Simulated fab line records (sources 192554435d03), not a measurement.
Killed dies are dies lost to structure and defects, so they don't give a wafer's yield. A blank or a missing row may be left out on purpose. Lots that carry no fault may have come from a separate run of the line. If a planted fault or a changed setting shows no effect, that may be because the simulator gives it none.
Split-lot trial ; flow n5 finfet ; 7 lots, 21 wafers read, on a route of 1938 steps

== SPLIT DETAILS ==
At N5_BEOL_M5_COAT_22 (resist thk 30 nm), the setting spin rpm was moved away from the recipe's 1500 rpm on 7 of the 21 wafers read, by -8.3% to +7.1%. The other wafers ran this setting at the recipe's value.

== FROM THE SPLIT TO THE READING: what the file shows between them, 5 steps ==
- N5_BEOL_M5_EBR_24
- N5_BEOL_M5_SOFTBAKE_23: time 60 s
- N5_BEOL_M5_EXPOSE_25: exposes mask V4, defocus 10 nm
- N5_BEOL_M5_PEB_26: peb time 60 s
- N5_BEOL_M5_DEVELOP_27: develop time 30 s

== THE READING ==
CAR-EUV_of_BEOL_M5_COAT_22.thk nm (the simulator's own value, which no gauge read), in nm, at N5_BEOL_M5_DESCUM_33 (chemistry O2, time 7 s). No usual value for it is given in the file. The 14 wafers here that ran the recipe average 26.1 nm, standard deviation 0.099 nm.

wafer;tool, chamber at the split;spin rpm as run, rpm;against the recipe;CAR-EUV_of_BEOL_M5_COAT_22.thk nm, nm;against lot-mates on the recipe
L085.1;litho track-05, 0;1375;-8.3%;27.4;no lot-mate on the recipe
L085.2;litho track-05, 0;1375;-8.3%;27.2;no lot-mate on the recipe
L085.3;litho track-05, 0;1375;-8.3%;27.2;no lot-mate on the recipe
L084.3;litho track-05, 0;1500;recipe;26.2;-
L084.4;litho track-05, 0;1500;recipe;26.2;-
L084.5;litho track-05, 0;1500;recipe;26;-
L086.3;litho track-05, 0;1500;recipe;26.2;-
L086.4;litho track-05, 0;1500;recipe;26.2;-
L086.5;litho track-05, 0;1500;recipe;26.2;-
L089.1;litho track-01, 0;1390;-7.3%;27.2;+1.0
L089.5;litho track-01, 0;1390;-7.3%;27.2;+1.0
L089.6;litho track-01, 0;1500;recipe;26.2;-
L090.2;litho track-05, 0;1573;+4.9%;25.6;-0.5
L090.4;litho track-05, 0;1500;recipe;26;-
L090.5;litho track-05, 0;1500;recipe;26.2;-
L096.1;litho track-05, 0;1500;recipe;26;-
L096.2;litho track-05, 0;1500;recipe;26;-
L096.6;litho track-05, 0;1500;recipe;26;-
L097.2;litho track-05, 0;1500;recipe;26;-
L097.4;litho track-05, 0;1606;+7.1%;25.2;-0.9
L097.5;litho track-05, 0;1500;recipe;26.2;-

THE FIT
A straight line over all 21 wafers: CAR-EUV_of_BEOL_M5_COAT_22.thk nm changes by -0.136 nm for each +1% of spin rpm; r = -0.99; the points scatter about the line by 0.1 nm.
The same after taking each lot's own level away (the mean of its wafers on the recipe; 18 wafers): -0.129 nm for each +1%; r = -0.99; scatter 0.073 nm.
That fit puts the effect of the largest move of spin rpm on the reading at 1.1 nm.
From 26.00 to 26.20 nm: that is the span of the lots' own levels, equal to 2.0 times the standard deviation above.
The two slopes agree, so the slope changes little with the lot-to-lot level.
Check: with one of the wafers moved furthest among these (-7.3%) left out of the fit, the line predicts +0.942 nm for it against its lot-mates. It came out at +1 nm against them.

== ADDITIONAL SPLITS CARRIED BY THESE WAFERS ==
Note: prior to the reading, these wafers also went through further splits. Each is held against what the fit with the lots' levels taken away leaves over:
other split on the same wafers;wafers away from the commonest value;r with CAR-EUV_of_BEOL_M5_COAT_22.thk nm (lot level and that fit taken away)
N5_BEOL_M3_COAT_22 spin rpm;9;+0.11
N5_BEOL_M4_DESCUM_16 time s;5;-0.07
N5_BEOL_M4_COAT_67 spin rpm;6;-0.08

== THE WHOLE CHAIN: every reading that the file lists as answering this split, in the file's order ==
step;what it does;reading;change (the file's fit);r (the file's)
N5_BEOL_M5_COAT_22;resist thk 30 nm;CAR-EUV_of_BEOL_M5_COAT_22.thk nm (the simulator's own value, which no gauge read);-0.151 nm for each +1% of the setting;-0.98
N5_BEOL_M5_DEVELOP_27;develop time 30 s;CAR-EUV_of_BEOL_M5_COAT_22.thk nm (the simulator's own value, which no gauge read);-0.142 nm for each +1% of the setting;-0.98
N5_BEOL_M5_DESCUM_33;chemistry O2, time 7 s;CAR-EUV_of_BEOL_M5_COAT_22.thk nm (the simulator's own value, which no gauge read);-0.127 nm for each +1% of the setting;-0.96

== THE FILE'S OWN FIT ==
CAR-EUV_of_BEOL_M5_COAT_22.thk nm changes by -0.127 nm for each +1% of spin rpm, r = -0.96.
